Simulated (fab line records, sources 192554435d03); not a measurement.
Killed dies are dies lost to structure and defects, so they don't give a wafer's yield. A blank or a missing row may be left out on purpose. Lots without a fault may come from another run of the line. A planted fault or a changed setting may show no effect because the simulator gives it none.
One fault seen from 2 desks | flow n5_finfet | each desk has only its own numbers; what lay behind them comes last

THE METROLOGY DESK
What the gauges read, lot by lot, whatever tool the lot ran on: means of the sampled wafers that have a number. A lot is out of limits, marked OUT, if its mean lies more than 4 standard deviations from the usual mean; the brackets give that distance. Of its 11 readings 7 are shown: those that lie furthest out on some lot.
Columns: A = cd_nm at N5_PMOS_HMC_CHANNEL_EPI_CD_MEAS_09, usual 237.6 nm; B = DIBL_N at N5_BEOL_M4_RC_MEAS_101, usual 36.0 mV/V; C = DIBL_P at N5_BEOL_M4_RC_MEAS_101, usual 35.8 mV/V; D = IOFF_N at N5_BEOL_M4_RC_MEAS_101, usual 0.15 nA/um; E = IOFF_P at N5_BEOL_M4_RC_MEAS_101, usual 0.20 nA/um; F = SS_N at N5_BEOL_M4_RC_MEAS_101, usual 71.5 mV/dec; G = VT_P at N5_BEOL_M4_RC_MEAS_101, usual -251 mV
lot  | first seen here | A     | B    | C    | D    | E    | F    | G
L878 | day 1 18:04     | 238.5 | 36.6 | 36.9 | 0.18 | 0.23 | 71.4 | -247
L879 | day 1 23:19     | 237.8 | 35.1 | 33.2 | 0.13 | 0.17 | 71.1 | -255
L884 | day 3 05:44     | 237.8 | 36.6 | 37.9 | 0.16 | 0.22 | 71.6 | -251
L885 | day 3 11:21     | 236.3 | 36.3 | 37.0 | 0.17 | 0.21 | 72.3 | -252
L886 | day 3 16:59     | 236.8 | 38.4 | 38.8 | 0.19 | 0.25 | 72.3 | -248
L888 | day 4 05:40     | 237.4 | 36.2 | 35.6 | 0.16 | 0.22 | 71.5 | -247
L891 | day 4 23:55     | 239.1 | 35.5 | 35.3 | 0.13 | 0.19 | 70.8 | -251
L894 | day 5 18:10     | 238.3 | 35.0 | 34.4 | 0.14 | 0.17 | 71.0 | -254
L895 | day 5 23:32     | 236.1 | 35.9 | 34.7 | 0.14 | 0.21 | 71.7 | -248
L898 | day 6 17:37     | 239.5 | 35.5 | 34.9 | 0.14 | 0.20 | 70.8 | -251
This desk's finding: nothing out of limits on any of the 10 lots.

THE TOOL OWNER'S DESK: litho_track-01
The tool's own readings at N5_FIN_SAQP_COAT_50 (time 60 s, resist thk 35 nm): means of the sampled wafers that have a number, for each lot that ran on this tool. A lot is out of limits, marked OUT, if its mean lies more than 4 standard deviations from the usual mean; the brackets give that distance.
Columns: A = spin_speed_rpm at N5_FIN_SAQP_COAT_50, usual 1500.0 rpm
lot  | first seen here | A
L879 | day 2 04:17     | 1499.4
L884 | day 3 10:02     | 1500.1
L885 | day 3 15:31     | 1500.6
L894 | day 5 23:02     | 1424.2 (-69) OUT
L895 | day 6 03:18     | 1426.0 (-67) OUT
L898 | day 6 21:37     | 1426.4 (-67) OUT
This desk's finding: out of limits on L894, L895, L898; first on L894, day 5 23:02 (spin_speed_rpm at N5_FIN_SAQP_COAT_50). In limits: L879, L884, L885.

PUT TOGETHER
The tool owner's desk could have raised an alarm at day 5 23:02, on L894, L895, L898.
The metrology desk saw nothing out of limits.
The metrology desk has L894, L895, L898 on record, within its limits.
Of the lots named, all ran N5_FIN_SAQP_COAT_50 on litho_track-01.

WHAT THE SIMULATOR HAD PUT IN
Process parameter drift: litho_track-01, from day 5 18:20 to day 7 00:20, at N5_FIN_SAQP_COAT_50. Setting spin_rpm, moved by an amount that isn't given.
Lots struck among those shown: L894, L895, L898.
Hours from the fault's start to each desk's first reading out of limits: the tool owner's desk, 5.
